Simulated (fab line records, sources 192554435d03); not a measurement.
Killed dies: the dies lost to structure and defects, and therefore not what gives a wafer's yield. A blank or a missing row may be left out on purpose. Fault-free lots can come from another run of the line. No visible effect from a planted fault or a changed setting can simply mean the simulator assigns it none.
Matching of chambers || flow n5-finfet || N5_BEOL_M14_STRIP_37 on rie-diel-06: 4 sister chambers
The step strips in O2. 20 wafers are shown with their chamber, then 10 later ones without.

EACH WAFER AND ITS CHAMBER
{"wafer": "L075.1", "chamber": 3, "drypump-motor-current-A (A)": 6.4, "showerhead-plenum-p-Torr (Torr)": 1.99, "oes-product-au (a.u.)": 0.70}
{"wafer": "L075.3", "chamber": 2, "drypump-motor-current-A (A)": 5.7, "showerhead-plenum-p-Torr (Torr)": 2.24, "oes-product-au (a.u.)": 0.91}
{"wafer": "L075.6", "chamber": 2, "drypump-motor-current-A (A)": 5.6, "showerhead-plenum-p-Torr (Torr)": 2.24, "oes-product-au (a.u.)": 0.90}
{"wafer": "L077.2", "chamber": 2, "drypump-motor-current-A (A)": 5.6, "showerhead-plenum-p-Torr (Torr)": 2.23, "oes-product-au (a.u.)": 0.89}
{"wafer": "L077.3", "chamber": 1, "drypump-motor-current-A (A)": 5.4, "showerhead-plenum-p-Torr (Torr)": 2.08, "oes-product-au (a.u.)": 0.74}
{"wafer": "L077.5", "chamber": 0, "drypump-motor-current-A (A)": 5.0, "showerhead-plenum-p-Torr (Torr)": 2.17, "oes-product-au (a.u.)": 0.96}
{"wafer": "L079.2", "chamber": 0, "drypump-motor-current-A (A)": 5.1, "showerhead-plenum-p-Torr (Torr)": 2.17, "oes-product-au (a.u.)": 0.96}
{"wafer": "L079.4", "chamber": 0, "drypump-motor-current-A (A)": 5.0, "showerhead-plenum-p-Torr (Torr)": 2.17, "oes-product-au (a.u.)": 0.97}
{"wafer": "L079.6", "chamber": 2, "drypump-motor-current-A (A)": 5.6, "showerhead-plenum-p-Torr (Torr)": 2.23, "oes-product-au (a.u.)": 0.89}
{"wafer": "L082.1", "chamber": 0, "drypump-motor-current-A (A)": 5.0, "showerhead-plenum-p-Torr (Torr)": 2.17, "oes-product-au (a.u.)": 0.94}
{"wafer": "L082.2", "chamber": 2, "drypump-motor-current-A (A)": 5.6, "showerhead-plenum-p-Torr (Torr)": 2.23, "oes-product-au (a.u.)": 0.88}
{"wafer": "L082.5", "chamber": 1, "drypump-motor-current-A (A)": 5.4, "showerhead-plenum-p-Torr (Torr)": 2.08, "oes-product-au (a.u.)": 0.74}
{"wafer": "L084.1", "chamber": 1, "drypump-motor-current-A (A)": 5.4, "showerhead-plenum-p-Torr (Torr)": 2.07, "oes-product-au (a.u.)": 0.73}
{"wafer": "L084.2", "chamber": 0, "drypump-motor-current-A (A)": 5.0, "showerhead-plenum-p-Torr (Torr)": 2.17, "oes-product-au (a.u.)": 0.92}
{"wafer": "L084.3", "chamber": 3, "drypump-motor-current-A (A)": 6.4, "showerhead-plenum-p-Torr (Torr)": 1.98, "oes-product-au (a.u.)": 0.70}
{"wafer": "L085.1", "chamber": 1, "drypump-motor-current-A (A)": 5.4, "showerhead-plenum-p-Torr (Torr)": 2.07, "oes-product-au (a.u.)": 0.72}
{"wafer": "L085.2", "chamber": 0, "drypump-motor-current-A (A)": 5.1, "showerhead-plenum-p-Torr (Torr)": 2.17, "oes-product-au (a.u.)": 0.93}
{"wafer": "L085.3", "chamber": 3, "drypump-motor-current-A (A)": 6.4, "showerhead-plenum-p-Torr (Torr)": 1.98, "oes-product-au (a.u.)": 0.68}
{"wafer": "L087.1", "chamber": 1, "drypump-motor-current-A (A)": 5.4, "showerhead-plenum-p-Torr (Torr)": 2.07, "oes-product-au (a.u.)": 0.71}
{"wafer": "L087.5", "chamber": 0, "drypump-motor-current-A (A)": 5.0, "showerhead-plenum-p-Torr (Torr)": 2.16, "oes-product-au (a.u.)": 0.90}

SIGNATURES (means of the wafers above)
{"reading": "drypump-motor-current-A", "chamber 0": 5.029, "chamber 1": 5.400, "chamber 2": 5.620, "chamber 3": 6.400, "scatter within a chamber": 0.0373}
{"reading": "showerhead-plenum-p-Torr", "chamber 0": 2.1686, "chamber 1": 2.0740, "chamber 2": 2.2340, "chamber 3": 1.9833, "scatter within a chamber": 0.00495}
{"reading": "oes-product-au", "chamber 0": 0.9400, "chamber 1": 0.7280, "chamber 2": 0.8940, "chamber 3": 0.6933, "scatter within a chamber": 0.0181}
Rule: for each reading, subtract the chamber's mean from the wafer's reading, divide by that reading's scatter and square the result; add these up over the readings and take the root, which gives the wafer's distance from the chamber. If the next closest chamber is less than 2 further off than the closest, the wafer can't be placed; otherwise it belongs to the closest. How the scatter is found: for the shown wafers, subtract from each reading the mean of its chamber, square and add these, divide the total by (wafers less chambers), then take the root.

WAFERS WITHOUT THEIR CHAMBER
{"wafer": "L087.6", "drypump-motor-current-A (A)": 5.4, "showerhead-plenum-p-Torr (Torr)": 2.07, "oes-product-au (a.u.)": 0.71}
{"wafer": "L091.1", "drypump-motor-current-A (A)": 5.4, "showerhead-plenum-p-Torr (Torr)": 2.07, "oes-product-au (a.u.)": 0.71}
{"wafer": "L091.2", "drypump-motor-current-A (A)": 5.0, "showerhead-plenum-p-Torr (Torr)": 2.16, "oes-product-au (a.u.)": 0.89}
{"wafer": "L091.6", "drypump-motor-current-A (A)": 5.6, "showerhead-plenum-p-Torr (Torr)": 2.22, "oes-product-au (a.u.)": 0.84}
{"wafer": "L090.1", "drypump-motor-current-A (A)": 6.4, "showerhead-plenum-p-Torr (Torr)": 2.24, "oes-product-au (a.u.)": 0.92}
{"wafer": "L090.3", "drypump-motor-current-A (A)": 5.0, "showerhead-plenum-p-Torr (Torr)": 2.16, "oes-product-au (a.u.)": 0.88}
{"wafer": "L090.4", "drypump-motor-current-A (A)": 5.7, "showerhead-plenum-p-Torr (Torr)": 2.22, "oes-product-au (a.u.)": 0.84}
{"wafer": "L093.2", "drypump-motor-current-A (A)": 5.0, "showerhead-plenum-p-Torr (Torr)": 2.16, "oes-product-au (a.u.)": 0.86}
{"wafer": "L093.5", "drypump-motor-current-A (A)": 5.6, "showerhead-plenum-p-Torr (Torr)": 2.22, "oes-product-au (a.u.)": 0.85}
{"wafer": "L093.6", "drypump-motor-current-A (A)": 5.4, "showerhead-plenum-p-Torr (Torr)": 2.07, "oes-product-au (a.u.)": 0.71}

EACH ONE'S CHAMBER
{"wafer": "L087.6", "from the rows above": 1, "in truth": 1}
{"wafer": "L091.1", "from the rows above": 1, "in truth": 1}
{"wafer": "L091.2", "from the rows above": 0, "in truth": 0}
{"wafer": "L091.6", "from the rows above": 2, "in truth": 2}
{"wafer": "L090.1", "from the rows above": 2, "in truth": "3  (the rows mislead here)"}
{"wafer": "L090.3", "from the rows above": 0, "in truth": 0}
{"wafer": "L090.4", "from the rows above": 2, "in truth": 2}
{"wafer": "L093.2", "from the rows above": 0, "in truth": 0}
{"wafer": "L093.5", "from the rows above": 2, "in truth": 2}
{"wafer": "L093.6", "from the rows above": 1, "in truth": 1}
9 of 10 placed correctly. From these rows, 0 cannot be placed. 1 placed wrongly.
